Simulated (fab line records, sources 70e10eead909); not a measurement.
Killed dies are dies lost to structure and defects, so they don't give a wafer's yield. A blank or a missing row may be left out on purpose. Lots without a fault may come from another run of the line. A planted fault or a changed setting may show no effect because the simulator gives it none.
fab line records | flow nand_harc | part 2 of 2: steps 23 to 34 of 34
record lots=5 wafers=15 last_day=32
route steps=1302 shown A_M0@1168 A_M1@1169 A_BONDPAD@1202
lots that met no fault: from a run of the same line without faults
start_h: hours from the record's first day to the start of the lot's first wafer shown | wait_h: hours since the lot's step before | " the same as in the row above | L1.1+2: a row that stands for several wafers | - no value, or no start given | * or withheld: withheld | < > ~ a bound
route shown NAME@n: a module of which the file shows steps, and the number in the route of the first | usual: mean/standard deviation of fault-free wafers | same: alike in all rows | chamber/n: place in a boat | sites: the reading at each site | _std_site: their standard deviation | _edge_site: outer sites' mean less inner sites' | radius_mm: how far each site lies from the wafer's centre | mask NAME#n: copy n | behind: the tool/chamber that last shaped the wafer | hold: why the lot was held/for how many hours/how that ended | device: the transistor (n, p or np) that didn't switch | end of line: the same wafers' tests at the end of the route | a step without rows: its recipe alone | killed: dies lost to structure and defects at the first sort, not the wafer's yield | map: a wafer's dies, x killed, . not, _ none there
set.NAME: the setting as run; set.NAME@STEP: as run at that earlier step | model.NAME: the simulator's own value behind a step, which no gauge read
lots at some steps of the route; a table a step, a row a wafer
services: from which hour (start_h, from the record's first day; less than 0 if before it) a tool's chamber was out of use, for how many hours, and why
## steps
# step NHARC_A_M1_PRE_CLEAN_30
# recipe time_s=30 temp_c=280 gas=H2/He
# usual heater_power_w=418/58
# columns lot.wafer tool chamber start_h wait_h heater_power_w
L075.2 pvd_sputter-01 - - - 401
L075.3 " - " " 413
L075.6 " - " " 402
L083.1 pvd_sputter-02 - - - 348
L083.3 " - " " 374
L083.6 " - " " 346
L088.1 pvd_sputter-02 - - - 339
L088.2 " - " " 397
L088.5 " - " " 339
L089.4 pvd_sputter-03 - - - 451
L089.3 " - " " 333
L089.5 " - " " 423
L094.2 pvd_sputter-03 - - - 517
L094.3 " - " " 465
L094.5 " - " " 495
# step NHARC_A_M1_PVD_20
# recipe target_thk_a=50 bias_v=168.6 power_w=15000 chamber_pressure_pa=0.12 time_s=8.06 substrate_temp_c=50 material=TaN
# usual throttle_valve_pct=29.7/0.94
# columns lot.wafer tool chamber start_h wait_h throttle_valve_pct
L075.2 pvd_sputter-01 - - - 28.0
L075.3 " - " " 30.1
L075.6 " - " " 27.8
L083.1 pvd_sputter-02 - - - 30.9
L083.3 " - " " 28.5
L083.6 " - " " 30.6
L088.2 pvd_sputter-02 - - - 29.7
L088.1 " - " " 29.0
L088.5 " - " " 28.6
L089.3 pvd_sputter-03 - - - 30.0
L089.4 " - " " 29.2
L089.5 " - " " 30.0
L094.2 pvd_sputter-03 - - - 30.0
L094.3 " - " " 30.6
L094.5 " - " " 31.0
# step NHARC_A_M1_PVD_21
# recipe target_thk_a=300 chamber_pressure_pa=5 power_w=5000 substrate_temp_c=30 time_s=20.49 material=Cu
# usual throttle_valve_pct=29.7/0.93
# columns lot.wafer tool chamber start_h wait_h throttle_valve_pct
L075.3 pvd_sputter-01 - - - 29.0
L075.2 " - " " 31.7
L075.6 " - " " 27.9
L083.3 pvd_sputter-02 - - - 30.8
L083.1 " - " " 28.5
L083.6 " - " " 28.8
L088.1 pvd_sputter-02 - - - 29.9
L088.2 " - " " 29.4
L088.5 " - " " 29.3
L089.4 pvd_sputter-03 - - - 29.8
L089.3 " - " " 30.7
L089.5 " - " " 29.8
L094.2 pvd_sputter-03 - - - 30.8
L094.3 " - " " 30.0
L094.5 " - " " 30.0
# step NHARC_A_M1_ECD_22
# recipe target_thk_a=4000 bath_temp_c=25 material=Cu
# columns lot.wafer tool chamber start_h wait_h
L075.2+3+6 ecd_cu-02 1,0,0 551.16 -
L083.1+3+6 ecd_cu-02 1 633.09 -
L088.1+2+5 ecd_cu-01 0,1,0 671.90 -
L089.3+4+5 ecd_cu-02 0,1,1 678.25 -
L094.2+3+5 ecd_cu-01 0,0,1 741.13 -
# step NHARC_A_M1_ANNEAL_31
# recipe temp_c=225 time_s=90
# usual wafer_temp_C_max=226.0/0.42
# columns lot.wafer tool chamber start_h wait_h wafer_temp_C_max
L075.2 rtp_anneal-01 0 551.57 - 226.4
L075.3 " 0 " " 226.0
L075.6 " 0 " " 226.0
L083.1 rtp_anneal-01 0 633.42 - 226.2
L083.3 " 0 " " 226.4
L083.6 " 0 " " 226.4
L088.1 rtp_anneal-02 0 672.28 0.3 225.8
L088.2 " 0 " " 225.9
L088.5 " 0 " " 225.8
L089.3 rtp_anneal-01 0 678.68 0.4 226.8
L089.4 " 0 " " 226.6
L089.5 " 0 " " 226.0
L094.2 rtp_anneal-02 0 741.51 0.3 225.5
L094.3 " 0 " " 225.7
L094.5 " 0 " " 225.6
# step NHARC_A_M1_CMP_23
# recipe t_overpolish_s=20 target_thk_nm=154.34
# usual motor_current_A=11.5/0.8 time_to_endpoint_s=29/3
# same t_overpolish_s=20
# columns lot.wafer tool chamber start_h wait_h motor_current_A time_to_endpoint_s
L075.3 cmp-01 1 551.90 - 11.4 29
L075.2 " 3 " " 11.0 23
L075.6 " 0 " " 13.3 27
L083.3 cmp-02 1 633.76 - 10.6 30
L083.1 " 3 " " 12.0 26
L083.6 " 1 " " 10.6 31
L088.1 cmp-02 0 672.66 - 10.7 24
L088.2 " 2 " " 13.5 27
L088.5 " 3 " " 11.6 25
L089.4 cmp-01 3 678.92 - 10.4 26
L089.3 " 0 " " 12.2 29
L089.5 " 3 " " 11.3 28
L094.3 cmp-01 3 741.84 - 10.8 27
L094.2 " 0 " " 12.2 31
L094.5 " 2 " " 11.7 32
# step NHARC_A_M1_THK_MEAS_24
# recipe thk_meas_gauge=xrf
# usual thk_nm=154.3/1.7
# columns lot.wafer tool chamber start_h wait_h thk_nm
L075.2 film_metro-02 - 552.18 - 153.2
L075.3 " - " " 154.5
L075.6 " - " " 153.8
L083.1 film_metro-01 - 634.07 - 154.1
L083.3 " - " " 154.8
L083.6 " - " " 156.6
L088.1 film_metro-02 - 672.95 - 154.2
L088.2 " - " " 154.3
L088.5 " - " " 152.4
L089.3 film_metro-02 - 679.24 - 156.0
L089.4 " - " " 156.2
L089.5 " - " " 153.5
L094.2 film_metro-02 - 742.12 - 156.3
L094.3 " - " " 152.6
L094.5 " - " " 155.0
# step NHARC_A_M1_SRD_25
# columns lot.wafer tool chamber start_h wait_h
L075.6+3+2 wet_bench-10 3,6,7 552.22 0.0
L083.3+1+6 wet_bench-10 0,2,3 634.12 0.0
L088.2+1+5 wet_bench-08 3,4,5 672.99 0.0
L089.3+4+5 wet_bench-08 0,4,5 679.28 0.0
L094.2+3+5 wet_bench-10 4,5,7 742.17 0.0
# step NHARC_A_M1_INSPECT_27
# usual raw_defect_count=564/130
# columns lot.wafer tool chamber start_h wait_h raw_defect_count
L075.2 defect_inspect-01 - 552.34 0.0 575
L075.3 " - " " 364
L075.6 " - " " 364
L083.1 defect_inspect-02 - 634.23 0.0 617
L083.3 " - " " 608
L083.6 " - " " 759
L088.1 defect_inspect-01 - 673.10 0.0 597
L088.2 " - " " 871
L088.5 " - " " 610
L089.3 defect_inspect-01 - 679.40 0.0 525
L089.4 " - " " 400
L089.5 " - " " 542
L094.2 defect_inspect-01 - 742.28 0.0 584
L094.3 " - " " 514
L094.5 " - " " 575
# step NHARC_A_M1_PRE_CLEAN_32
# recipe time_s=12 temp_c=370 rf_power_w=300 gas=NH3
# usual heater_power_outer_w=379/47 heater_power_w=642/78
# columns lot.wafer tool chamber start_h wait_h heater_power_outer_w heater_power_w
L075.3 pecvd-02 0 552.41 0.1 296 525
L075.2 " 1 " " 332 527
L075.6 " 2 " " 375 682
L083.1 pecvd-01 1 635.55 1.3 403 606
L083.3 " 2 " " 436 746
L083.6 " 1 " " 385 596
L088.1 pecvd-02 2 673.17 0.1 424 788
L088.2 " 0 " " 276 512
L088.5 " 1 " " 390 571
L089.3 pecvd-04 2 679.58 0.2 328 641
L089.4 " 2 " " 326 618
L089.5 " 1 " " 392 660
L094.2 pecvd-04 2 742.35 0.1 316 595
L094.3 " 1 " " 373 615
L094.5 " 0 " " 378 644
# step NHARC_A_M1_DEP_33
# recipe target_thk_a=300 temp_c=370 target_thk_nm=30 pressure_torr=3 flow_sccm=200 rf_w=450 material=SiCN
# usual heater_power_outer_w=330/44 heater_power_w=579/71
# columns lot.wafer tool chamber start_h wait_h heater_power_outer_w heater_power_w
L075.3 pecvd-02 0 552.49 0.1 292 523
L075.2 " 1 " " 332 496
L075.6 " 2 " " 370 676
L083.1 pecvd-01 1 635.65 0.1 300 509
L083.3 " 2 " " 376 649
L083.6 " 1 " " 301 499
L088.1 pecvd-02 2 673.25 0.1 385 726
L088.2 " 0 " " 322 554
L088.5 " 1 " " 316 502
L089.3 pecvd-04 2 679.66 0.1 280 553
L089.4 " 2 " " 273 573
L089.5 " 1 " " 323 550
L094.2 pecvd-04 2 742.43 0.1 274 556
L094.3 " 1 " " 358 602
L094.5 " 0 " " 291 539
# step NHARC_A_BONDPAD_DEP_00
# recipe target_thk_a=2500 temp_c=370 target_thk_nm=250 pressure_torr=3 flow_sccm=200 rf_w=450 material=SiCN
# usual heater_power_outer_w=348/43 heater_power_w=608/50
# columns lot.wafer tool chamber start_h wait_h heater_power_outer_w heater_power_w
L075.2 pecvd-01 0 553.04 - 329 567
L075.3 " 2 " " 383 646
L075.6 " 0 " " 340 586
L083.3 pecvd-03 2 636.16 - 314 549
L083.1 " 1 " " 286 585
L083.6 " 0 " " 412 679
L088.2 pecvd-03 2 673.80 - 335 592
L088.1 " 1 " " 318 596
L088.5 " 0 " " 319 557
L089.3 pecvd-04 2 - - 246 511
L089.5 " 0 " " 342 627
L089.4 " 1 " " 310 554
L094.2 pecvd-01 1 742.98 - 365 583
L094.3 " 2 " " 409 679
L094.5 " 1 " " 373 592
## services
# columns tool chamber start_h hours kind
pvd_sputter-03 - 526.04 10.0 pm
litho_track-06 - 529.00 7.0 pm
litho_track-04 - 553.00 7.0 pm
rie_diel-11 2 557.73 3.9 repair
rie_diel-01 - 557.80 9.0 pm
pvd_sputter-02 - 558.72 4.1 repair
pvd_sputter-03 - 569.74 2.8 repair
rie_diel-01 - 575.23 0.5 repair
rie_diel-13 0 578.82 9.6 repair
pvd_sputter-02 - 587.54 8.2 repair
rie_diel-11 - 609.51 9.0 pm
pecvd-02 - 628.76 13.0 pm
pecvd-04 - 631.61 13.0 pm
pvd_sputter-02 - 642.12 10.0 pm
pvd_sputter-02 - 662.99 6.1 repair
litho_track-01 - 680.00 7.0 pm
pecvd-04 1 689.79 3.1 repair
pecvd-04 - 694.17 1.0 repair
litho_track-06 - 704.00 7.0 pm
pvd_sputter-03 - 704.04 10.0 pm
pvd_sputter-03 - 721.76 3.4 repair
pecvd-04 2 725.07 5.9 repair
litho_track-04 - 728.00 7.0 pm
rie_diel-11 1 737.29 6.2 repair
